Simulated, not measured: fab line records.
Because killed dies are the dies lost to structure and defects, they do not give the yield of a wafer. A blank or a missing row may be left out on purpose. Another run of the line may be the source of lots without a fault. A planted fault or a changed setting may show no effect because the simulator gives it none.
Matching of chambers :: flow n5Finfet :: N5_STI_FIN_REVEAL_CMP_04 on cmp-02 has 4 sister chambers
The step polishes, stops on Si3N4, t overpolish 4 s, target thk 131.83 nm. 8 wafers are shown with their chamber, then 7 later ones without.

== WAFERS, EACH WITH ITS CHAMBER ==
wafer: L078.4
chamber: 0
motorCurrentA (A): 9.7
timeToEndpointS (s): 109

wafer: L078.6
chamber: 0
motorCurrentA (A): 10.0
timeToEndpointS (s): 110

wafer: L080.1
chamber: 1
motorCurrentA (A): 8.3
timeToEndpointS (s): 111

wafer: L082.1
chamber: 1
motorCurrentA (A): 8.2
timeToEndpointS (s): 114

wafer: L082.4
chamber: 3
motorCurrentA (A): 7.8
timeToEndpointS (s): 115

wafer: L082.5
chamber: 2
motorCurrentA (A): 8.3
timeToEndpointS (s): 109

wafer: L084.2
chamber: 3
motorCurrentA (A): 8.1
timeToEndpointS (s): 113

wafer: L084.5
chamber: 2
motorCurrentA (A): 8.1
timeToEndpointS (s): 105

== WAFERS WHOSE CHAMBER IS MISSING ==
wafer: L084.6
motorCurrentA (A): 7.9
timeToEndpointS (s): 114

wafer: L087.2
motorCurrentA (A): 10.1
timeToEndpointS (s): 107

wafer: L087.3
motorCurrentA (A): 7.7
timeToEndpointS (s): 108

wafer: L087.6
motorCurrentA (A): 8.5
timeToEndpointS (s): 114

wafer: L091.2
motorCurrentA (A): 7.8
timeToEndpointS (s): 113

wafer: L091.5
motorCurrentA (A): 9.8
timeToEndpointS (s): 113

wafer: L091.6
motorCurrentA (A): 8.6
timeToEndpointS (s): 118

== WHICH CHAMBER EACH WENT THROUGH ==
wafer: L084.6
from the rows above: can't be placed: 3 or 1
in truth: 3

wafer: L087.2
from the rows above: 0
in truth: 0

wafer: L087.3
from the rows above: can't be placed: 2 or 3 or 1
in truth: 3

wafer: L087.6
from the rows above: can't be placed: 1 or 3
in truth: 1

wafer: L091.2
from the rows above: can't be placed: 3 or 1
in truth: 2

wafer: L091.5
from the rows above: 0
in truth: 0

wafer: L091.6
from the rows above: can't be placed: 1 or 3
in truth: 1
Placed correctly: 2 of 7. These rows do not allow placing 5 (true chamber among the candidates in 4). Placed wrongly: 0.
How it was worked out, from the rows above alone: a wafer's distance from a chamber is the root of the sum, over the readings, of the square of ((its reading less the chamber's mean) divided by the reading's scatter). The wafer belongs to the nearest chamber; if the next one is less than 2 further off, it can't be placed. Each chamber's mean is taken over the wafers shown for it. How the scatter is found: for the shown wafers, subtract from each reading the mean of its chamber, square and add these, divide the total by (wafers less chambers), then take the root.
